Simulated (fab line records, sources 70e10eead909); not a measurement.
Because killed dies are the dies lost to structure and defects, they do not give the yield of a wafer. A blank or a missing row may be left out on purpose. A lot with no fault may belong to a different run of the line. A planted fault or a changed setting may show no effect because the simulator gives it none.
Which tool did it?	flow nand harc	15 lots, 45 wafers sampled, at 6 steps of a route of 1159

## WHAT EACH GAUGE READ, for each wafer
NHARC_A_BONDPAD_OVL_MEAS_35.
lot	measured	on	overlay x nm (nm)	overlay y nm (nm)
L662	day 18 03:00	overlay-01	6 6 6	8 9 8
L661	day 18 04:08	overlay-02	-9 -9 -10	0 0 0
L664	day 18 06:37	overlay-02	11 10 11	-2 -2 -1
L665	day 18 08:07	overlay-02	3 2 3	-2 -2 -1
L663	day 18 17:11	overlay-01	-1 -1 -2	3 4 3
L667	day 18 22:52	overlay-02	1 2 1	-5 -5 -5
L668	day 19 18:21	overlay-01	-1 -1 -2	-1 -2 -2
L671	day 19 23:06	overlay-01	11 10 10	-6 -6 -6
L676	day 21 22:20	overlay-02	-10 -10 -10	0 -1 0
L675	day 21 22:25	overlay-01	4 4 5	-4 -4 -3
L677	day 21 22:43	overlay-02	0 0 0	-7 -7 -7
L681	day 22 08:43	overlay-01	1 1 1	-3 -3 -3
L683	day 23 02:05	overlay-01	-13 -12 -12	4 3 4
L682	day 23 02:23	overlay-02	-4 -4 -4	-14 -14 -14
L684	day 23 15:53	overlay-01	3 3 2	3 3 3

NHARC_A_BONDPAD_THK_MEAS_20: measures by xrf.
lot	measured	on	thk nm (nm)
L662	day 18 05:28	film metro-02	172.1 168.4 171.5
L661	day 18 06:35	film metro-02	168.1 169.8 166.7
L664	day 18 09:05	film metro-01	166.8 170.5 167.8
L665	day 18 10:38	film metro-02	171.0 170.1 167.7
L663	day 18 19:40	film metro-01	169.0 170.2 172.8
L667	day 19 01:23	film metro-02	168.7 169.6 169.3
L668	day 19 21:21	film metro-02	169.6 169.6 173.3
L671	day 20 01:34	film metro-02	170.2 172.7 170.5
L676	day 22 00:51	film metro-01	397.4 387.5 397.9
L675	day 22 01:05	film metro-02	397.4 402.2 395.3
L677	day 22 01:23	film metro-01	401.7 396.2 400.8
L681	day 22 11:12	film metro-02	169.9 169.7 170.2
L683	day 23 04:40	film metro-02	170.6 171.2 170.0
L682	day 23 04:52	film metro-02	172.9 172.6 170.0
L684	day 23 18:21	film metro-01	168.4 170.2 166.8

NHARC_A_BONDPAD_INSPECT_23.
lot	measured	on	raw defect count
L662	day 18 05:40	defect inspect-01	556 420 528
L661	day 18 06:49	defect inspect-01	412 349 452
L664	day 18 09:19	defect inspect-02	454 429 644
L665	day 18 10:51	defect inspect-02	641 463 680
L663	day 18 19:52	defect inspect-02	384 455 583
L667	day 19 01:35	defect inspect-01	482 373 387
L668	day 19 21:34	defect inspect-01	386 371 287
L671	day 20 01:47	defect inspect-02	434 507 441
L676	day 22 01:04	defect inspect-01	3395 3274 3233
L675	day 22 01:19	defect inspect-01	3038 3183 3224
L677	day 22 01:37	defect inspect-01	3226 3128 3214
L681	day 22 11:25	defect inspect-02	701 453 563
L683	day 23 04:53	defect inspect-02	496 458 461
L682	day 23 05:05	defect inspect-01	442 558 677
L684	day 23 18:35	defect inspect-01	392 378 399

## TOOL THAT RAN EACH LOT (tool first, then ch and the chambers of the sampled wafers, then the start)
lot	NHARC_A_BONDPAD_DEGAS_25	NHARC_A_BONDPAD_PRE_CLEAN_26	NHARC_A_BONDPAD_CMP_19
L662	pvd sputter-02, day 18 04:04	pvd sputter-02, day 18 05:08 or earlier	cmp-02 ch 1,2, day 18 05:08
L661	pvd sputter-02, day 18 05:11	pvd sputter-02, day 18 06:20 or earlier	cmp-02 ch 0,2,3, day 18 06:20
L664	pvd sputter-03, day 18 07:41	pvd sputter-03, day 18 08:48 or earlier	cmp-03 ch 1,2, day 18 08:48
L665	pvd sputter-02, day 18 09:11	pvd sputter-02, day 18 10:18 or earlier	cmp-02 ch 0,1,3, day 18 10:18
L663	pvd sputter-02, day 18 18:15	pvd sputter-02, day 18 19:20 or earlier	cmp-04 ch 0,1,2, day 18 19:20
L667	pvd sputter-02, day 18 23:59	pvd sputter-02, day 19 01:06 or earlier	cmp-03 ch 1,2, day 19 01:06
L668	pvd sputter-03, day 19 19:26	pvd sputter-03, day 19 21:02 or earlier	cmp-04 ch 1,2, day 19 21:02
L671	pvd sputter-01, day 20 00:10	pvd sputter-01, day 20 01:18 or earlier	cmp-03 ch 1,2,3, day 20 01:18
L676	pvd sputter-03, day 21 23:26	pvd sputter-03, day 22 00:32 or earlier	cmp-02 ch 0,2, day 22 00:32
L675	pvd sputter-01, day 21 23:32	pvd sputter-01, day 22 00:46 or earlier	cmp-03 ch 2,3, day 22 00:46
L677	pvd sputter-03, day 21 23:47	pvd sputter-03, day 22 01:04 or earlier	cmp-02 ch 0,1,3, day 22 01:04
L681	pvd sputter-02, day 22 09:47	pvd sputter-02, day 22 10:56 or earlier	cmp-03 ch 0,1,2, day 22 10:56
L683	pvd sputter-01, day 23 03:15	pvd sputter-01, day 23 04:20 or earlier	cmp-03 ch 0,1, day 23 04:20
L682	pvd sputter-03, day 23 03:27	pvd sputter-03, day 23 04:37 or earlier	cmp-02 ch 1,2,3, day 23 04:37
L684	pvd sputter-02, day 23 16:58	pvd sputter-02, day 23 18:02 or earlier	cmp-02 ch 1,2,3, day 23 18:02
- NHARC_A_BONDPAD_DEGAS_25: time 60 s.
- NHARC_A_BONDPAD_PRE_CLEAN_26: time 30 s.
- NHARC_A_BONDPAD_CMP_19: polishes, t overpolish 30 s, cu recess touch 16 s, target thk 169.8 nm.

## AS READ BY THE TOOLS THEMSELVES (means over the sampled wafers that have a number; for cases with no such wafer, the mark the record gives instead)
NHARC_A_BONDPAD_DEGAS_25.
lot	tool	heater power w (W)
L662	pvd sputter-02	392
L661	pvd sputter-02	428
L664	pvd sputter-03	453
L665	pvd sputter-02	425
L663	pvd sputter-02	411
L667	pvd sputter-02	415
L668	pvd sputter-03	467
L671	pvd sputter-01	464
L676	pvd sputter-03	431
L675	pvd sputter-01	452
L677	pvd sputter-03	443
L681	pvd sputter-02	414
L683	pvd sputter-01	445
L682	pvd sputter-03	453
L684	pvd sputter-02	428

NHARC_A_BONDPAD_PRE_CLEAN_26.
lot	tool	heater power w (W)
L662	pvd sputter-02	361
L661	pvd sputter-02	382
L664	pvd sputter-03	387
L665	pvd sputter-02	374
L663	pvd sputter-02	387
L667	pvd sputter-02	391
L668	pvd sputter-03	399
L671	pvd sputter-01	353
L676	pvd sputter-03	379
L675	pvd sputter-01	445
L677	pvd sputter-03	397
L681	pvd sputter-02	365
L683	pvd sputter-01	334
L682	pvd sputter-03	410
L684	pvd sputter-02	390

NHARC_A_BONDPAD_CMP_19.
lot	tool	edge zone pressure frac	motor current A (A)	overpolish run s (s)
L662	cmp-02	0.996	11.7	29.990
L661	cmp-02	0.997	13.1	30.009
L664	cmp-03	1.000	12.2	30.008
L665	cmp-02	1.001	12.9	30.004
L663	cmp-04	1.003	12.4	29.999
L667	cmp-03	1.003	12.0	29.993
L668	cmp-04	0.999	12.3	30.008
L671	cmp-03	0.998	12.9	29.992
L676	cmp-02	-	-	-
L675	cmp-03	-	-	-
L677	cmp-02	-	-	-
L681	cmp-03	1.001	11.5	29.997
L683	cmp-03	1.003	11.3	29.993
L682	cmp-02	0.997	12.3	30.000
L684	cmp-02	1.003	12.2	29.994

## THE ANSWER, worked out from the rows above alone
Rule: the usual values come from the lots themselves. The widest of any qualifying gaps counts: lots, ordered by their means at a reading, are off when they make up no more than a third of the lots, leave a main group of 4 or more, and stand apart from it by 3 or more times the standard deviation of that group's means. A main group is skipped when, at the precision printed for the reading in the tables above, its means are all equal. Also off: a lot with no number at a reading for which 4 or more lots have one. The other lots that the step has rows for count as sound. The gauges are gone through in route order, then the tools' own readings, and for those a lot's mean is taken as printed above. The first step at which some lot is off is used, and at that step the reading that is off furthest; a lot without a number counts as furthest.
Off: L676, L675, L677 (NHARC_A_BONDPAD_THK_MEAS_20, thk nm). For the main group the mean is 170.0 nm and the standard deviation 1.1.
A tool fits if, at a process step before that reading, it ran every lot that is off, and no sound lot after the first of them. Not tried: the gauges at NHARC_A_BONDPAD_THK_MEAS_20; whatever is off there is also off at NHARC_A_BONDPAD_INSPECT_23, on other tools, and gauge error can't account for it. NHARC_A_BONDPAD_PRE_CLEAN_26: start missing for some lots; hours and lot order therefore follow NHARC_A_BONDPAD_CMP_19. Of those tried, none fits.

## WHAT HAD BEEN PUT IN BY THE SIMULATOR
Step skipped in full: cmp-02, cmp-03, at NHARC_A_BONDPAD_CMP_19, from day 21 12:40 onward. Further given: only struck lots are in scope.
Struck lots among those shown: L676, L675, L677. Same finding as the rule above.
